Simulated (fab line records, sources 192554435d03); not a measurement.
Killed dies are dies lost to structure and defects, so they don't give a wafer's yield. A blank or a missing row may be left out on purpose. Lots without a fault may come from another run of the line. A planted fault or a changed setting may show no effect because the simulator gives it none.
Split-lot experiment | flow n5_finfet | 7 lots, 21 wafers read, on a route of 1938 steps

THE SPLIT
At N5_BEOL_M15_TRENCH_ETCH_34 (etches SiO2 in C4F8/O2/Ar, target depth 872.93 nm, time 199 s), the setting time_s was moved away from the recipe's 199 s on 4 of the 21 wafers read, by -12.4% to +14.6%. The other wafers ran this setting at the recipe's value.

FROM THE SPLIT TO THE READING: what the file shows between them, 7 steps
- N5_BEOL_M15_STRIP_36: strips in O2
- N5_BEOL_M15_ECD_47: material Cu, target thk 1860 nm
- N5_BEOL_M15_ANNEAL_48: time 90 s
- N5_BEOL_M15_CMP_49: polishes, stops on SiO2, t overpolish 4.9 s, target thk 850 nm
- N5_BEOL_M15_THK_MEAS_50: measures by xrf
- N5_BEOL_M15_PRE_CLEAN_52: time 15 s
- N5_BEOL_M15_DEP_53: deposits SiCN from 3MS/NH3, target thk 50 nm, time 17.8 s

THE READING
M15_RS, in ohm/sq, at N5_BEOL_M15_RS_MEAS_54 (measures by four-point-probe). Fault-free wafers of this fab line usually give 0.0215 ohm/sq, standard deviation 0.00032 ohm/sq.

wafer  | tool, chamber at the split | time_s as run, s | against the recipe | M15_RS, ohm/sq | against lot-mates on the recipe
L077.1 | rie_diel-04, 0             | 199              | recipe             | 0.0214         | -
L077.2 | rie_diel-04, 2             | 199              | recipe             | 0.0220         | -
L077.4 | rie_diel-04, 3             | 199              | recipe             | 0.0218         | -
L079.2 | rie_diel-03, 3             | 199              | recipe             | 0.0220         | -
L079.4 | rie_diel-03, 0             | 199              | recipe             | 0.0214         | -
L079.6 | rie_diel-03, 2             | 199              | recipe             | 0.0215         | -
L081.2 | rie_diel-04, 3             | 199              | recipe             | 0.0215         | -
L081.4 | rie_diel-04, 1             | 199              | recipe             | 0.0219         | -
L081.5 | rie_diel-04, 0             | 199              | recipe             | 0.0214         | -
L083.2 | rie_diel-06, 1             | 199              | recipe             | 0.0214         | -
L083.5 | rie_diel-06, 1             | 199              | recipe             | 0.0212         | -
L083.6 | rie_diel-06, 0             | 228              | +14.6%             | 0.0183         | -0.0030
L090.1 | rie_diel-04, 2             | 174.4            | -12.4%             | 0.0249         | +0.0037
L090.3 | rie_diel-04, 0             | 199              | recipe             | 0.0214         | -
L090.4 | rie_diel-04, 1             | 199              | recipe             | 0.0210         | -
L091.2 | rie_diel-04, 0             | 224              | +12.6%             | 0.0191         | -0.0027
L091.4 | rie_diel-04, 1             | 224              | +12.6%             | 0.0186         | -0.0032
L091.6 | rie_diel-04, 2             | 199              | recipe             | 0.0218         | -
L092.1 | rie_diel-06, 2             | 199              | recipe             | 0.0218         | -
L092.5 | rie_diel-06, 2             | 199              | recipe             | 0.0219         | -
L092.6 | rie_diel-06, 3             | 199              | recipe             | 0.0215         | -

THE FIT
A straight line over all 21 wafers: M15_RS changes by -0.000233 ohm/sq for each +1% of time_s; r = -0.98; the points scatter about the line by 0.0003 ohm/sq.
The same after taking each lot's own level away (the mean of its wafers on the recipe; 21 wafers): -0.000243 ohm/sq for each +1%; r = -0.98; scatter 0.00029 ohm/sq.
On that fit, the largest move of time_s shifts the reading by 0.0035 ohm/sq.
The lots' own levels span 0.02120 to 0.02180 ohm/sq, that is 1.9 times the standard deviation above.
So the lot-to-lot level changes the slope little: the two slopes agree.
Check: with one of the wafers moved furthest among these (+14.6%) left out of the fit, the line predicts -0.0037 ohm/sq for it against its lot-mates. It came out at -0.003 ohm/sq against them.

THE WHOLE CHAIN: every reading that the file lists as answering this split, in the file's order
step                       | what it does                                                   | reading                                                                       | change (the file's fit)              | r (the file's)
N5_BEOL_M15_TRENCH_ETCH_34 | etches SiO2 in C4F8/O2/Ar, target depth 872.93 nm, time 199 s  | etch.depth_nm (the simulator's own value, which no gauge read)                | +9.91 nm for each +1% of the setting | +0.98
N5_BEOL_M15_CMP_49         | polishes, stops on SiO2, t overpolish 4.9 s, target thk 850 nm | Cu_of_BEOL_M15_ECD_47.thk_nm (the simulator's own value, which no gauge read) | +9.93 nm for each +1% of the setting | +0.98
N5_BEOL_M15_THK_MEAS_50    | measures by xrf                                                | M15_THK                                                                       | +9.95 for each +1% of the setting    | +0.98
N5_BEOL_M15_RS_MEAS_54     | measures by four-point-probe                                   | M15_RS                                                                        | -0.00024 for each +1% of the setting | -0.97

THE FILE'S OWN FIT
M15_RS changes by -0.00024 ohm/sq for each +1% of time_s, r = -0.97.
